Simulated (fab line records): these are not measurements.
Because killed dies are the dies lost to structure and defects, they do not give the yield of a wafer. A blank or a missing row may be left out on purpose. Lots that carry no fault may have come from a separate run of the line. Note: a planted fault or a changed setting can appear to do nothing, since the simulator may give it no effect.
Lot-split experiment || flow n5Finfet || route with 1938 steps; 7 lots, 21 wafers read

== THE SPLIT ==
At N5_SD_EPI_N_ETCH_16 (etches SiO2 in CHF3/O2, target depth 5 nm), the setting targetDepthA was moved away from the recipe's 50 angstrom on 8 of the 21 wafers read, by -9.5% to +9.2%. The other wafers ran this setting at the recipe's value.

The split's own step is where the reading is taken.

== THE READING ==
etch.depthNm (the simulator's own value, which no gauge read), in nm, at N5_SD_EPI_N_ETCH_16 (etches SiO2 in CHF3/O2, target depth 5 nm). The file does not state a usual value for it. Here, 13 wafers ran the recipe; their average is 5.029 nm with a standard deviation of 0.071 nm.

{"wafer": "L076.1", "tool, chamber at the split": "rieDiel-04, 0", "targetDepthA as run, angstrom": 50, "against the recipe": "recipe", "etch.depthNm, nm": 5.097, "against lot-mates on the recipe": "-"}
{"wafer": "L076.2", "tool, chamber at the split": "rieDiel-04, 2", "targetDepthA as run, angstrom": 50, "against the recipe": "recipe", "etch.depthNm, nm": 5.02, "against lot-mates on the recipe": "-"}
{"wafer": "L076.5", "tool, chamber at the split": "rieDiel-04, 0", "targetDepthA as run, angstrom": 50, "against the recipe": "recipe", "etch.depthNm, nm": 5.016, "against lot-mates on the recipe": "-"}
{"wafer": "L077.2", "tool, chamber at the split": "rieDiel-04, 2", "targetDepthA as run, angstrom": 54.59, "against the recipe": "+9.2%", "etch.depthNm, nm": 5.402, "against lot-mates on the recipe": "+0.426"}
{"wafer": "L077.3", "tool, chamber at the split": "rieDiel-04, 3", "targetDepthA as run, angstrom": 50, "against the recipe": "recipe", "etch.depthNm, nm": 4.97, "against lot-mates on the recipe": "-"}
{"wafer": "L077.4", "tool, chamber at the split": "rieDiel-04, 0", "targetDepthA as run, angstrom": 50, "against the recipe": "recipe", "etch.depthNm, nm": 4.983, "against lot-mates on the recipe": "-"}
{"wafer": "L085.2", "tool, chamber at the split": "rieDiel-01, 0", "targetDepthA as run, angstrom": 46.35, "against the recipe": "-7.3%", "etch.depthNm, nm": 4.521, "against lot-mates on the recipe": -0.565}
{"wafer": "L085.3", "tool, chamber at the split": "rieDiel-01, 3", "targetDepthA as run, angstrom": 46.35, "against the recipe": "-7.3%", "etch.depthNm, nm": 4.719, "against lot-mates on the recipe": -0.367}
{"wafer": "L085.5", "tool, chamber at the split": "rieDiel-01, 3", "targetDepthA as run, angstrom": 50, "against the recipe": "recipe", "etch.depthNm, nm": 5.086, "against lot-mates on the recipe": "-"}
{"wafer": "L089.1", "tool, chamber at the split": "rieDiel-03, 0", "targetDepthA as run, angstrom": 50, "against the recipe": "recipe", "etch.depthNm, nm": 4.951, "against lot-mates on the recipe": "-"}
{"wafer": "L089.4", "tool, chamber at the split": "rieDiel-03, 1", "targetDepthA as run, angstrom": 50, "against the recipe": "recipe", "etch.depthNm, nm": 5.159, "against lot-mates on the recipe": "-"}
{"wafer": "L089.5", "tool, chamber at the split": "rieDiel-03, 3", "targetDepthA as run, angstrom": 45.65, "against the recipe": "-8.7%", "etch.depthNm, nm": 4.461, "against lot-mates on the recipe": -0.594}
{"wafer": "L094.2", "tool, chamber at the split": "rieDiel-01, 3", "targetDepthA as run, angstrom": 52.55, "against the recipe": "+5.1%", "etch.depthNm, nm": 5.389, "against lot-mates on the recipe": "+0.448"}
{"wafer": "L094.4", "tool, chamber at the split": "rieDiel-01, 3", "targetDepthA as run, angstrom": 52.55, "against the recipe": "+5.1%", "etch.depthNm, nm": 5.347, "against lot-mates on the recipe": "+0.406"}
{"wafer": "L094.6", "tool, chamber at the split": "rieDiel-01, 2", "targetDepthA as run, angstrom": 50, "against the recipe": "recipe", "etch.depthNm, nm": 4.941, "against lot-mates on the recipe": "-"}
{"wafer": "L096.2", "tool, chamber at the split": "rieDiel-04, 3", "targetDepthA as run, angstrom": 50, "against the recipe": "recipe", "etch.depthNm, nm": 5.072, "against lot-mates on the recipe": "-"}
{"wafer": "L096.5", "tool, chamber at the split": "rieDiel-04, 2", "targetDepthA as run, angstrom": 50, "against the recipe": "recipe", "etch.depthNm, nm": 4.915, "against lot-mates on the recipe": "-"}
{"wafer": "L096.6", "tool, chamber at the split": "rieDiel-04, 3", "targetDepthA as run, angstrom": 50, "against the recipe": "recipe", "etch.depthNm, nm": 5.078, "against lot-mates on the recipe": "-"}
{"wafer": "L097.2", "tool, chamber at the split": "rieDiel-03, 1", "targetDepthA as run, angstrom": 50, "against the recipe": "recipe", "etch.depthNm, nm": 5.085, "against lot-mates on the recipe": "-"}
{"wafer": "L097.4", "tool, chamber at the split": "rieDiel-03, 2", "targetDepthA as run, angstrom": 45.27, "against the recipe": "-9.5%", "etch.depthNm, nm": 4.554, "against lot-mates on the recipe": -0.531}
{"wafer": "L097.5", "tool, chamber at the split": "rieDiel-03, 1", "targetDepthA as run, angstrom": 45.27, "against the recipe": "-9.5%", "etch.depthNm, nm": 4.585, "against lot-mates on the recipe": -0.500}

THE FIT
A straight line over all 21 wafers: etch.depthNm changes by +0.0531 nm for each +1% of targetDepthA; r = +0.96; the points scatter about the line by 0.081 nm.
The same after taking each lot's own level away (the mean of its wafers on the recipe; 21 wafers): +0.0605 nm for each +1%; r = +0.97; scatter 0.08 nm.
That fit puts the effect of the largest move of targetDepthA on the reading at 0.57 nm.
From 4.9410 to 5.0860 nm: that is the span of the lots' own levels, equal to 2.1 times the standard deviation above.
So the lot-to-lot level changes the slope: the two fits differ.
Check: for one of the wafers moved furthest among these (-9.5%), held out of the fit, the line's prediction against its lot-mates is -0.576 nm. It came out at -0.531 nm against them.

== OTHER SPLITS APPLIED TO THESE WAFERS ==
Before the reading, these wafers also passed through other splits. Each is held against what the fit with the lots' levels taken away leaves over:
{"other split on the same wafers": "N5_FIN_SAQP_COAT_49 spinRpm", "wafers away from the commonest value": 8, "r with etch.depthNm (lot level and that fit taken away)": "+0.09"}
{"other split on the same wafers": "N5_FIN_SAQP_EXPOSE_13 doseMj", "wafers away from the commonest value": 7, "r with etch.depthNm (lot level and that fit taken away)": -0.43}
{"other split on the same wafers": "N5_FIN_SAQP_FIN_ETCH_36 biasW", "wafers away from the commonest value": 6, "r with etch.depthNm (lot level and that fit taken away)": -0.08}
{"other split on the same wafers": "N5_FIN_CUT_COAT_19 spinRpm", "wafers away from the commonest value": 6, "r with etch.depthNm (lot level and that fit taken away)": "+0.11"}
{"other split on the same wafers": "N5_DUMMY_GATE_HM_DEP_06 timeS", "wafers away from the commonest value": 12, "r with etch.depthNm (lot level and that fit taken away)": "+0.31"}
{"other split on the same wafers": "N5_DUMMY_GATE_COAT_28 spinRpm", "wafers away from the commonest value": 8, "r with etch.depthNm (lot level and that fit taken away)": -0.28}

== FILE'S OWN FIT ==
etch.depthNm changes by +0.0594 nm for each +1% of targetDepthA, r = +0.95.
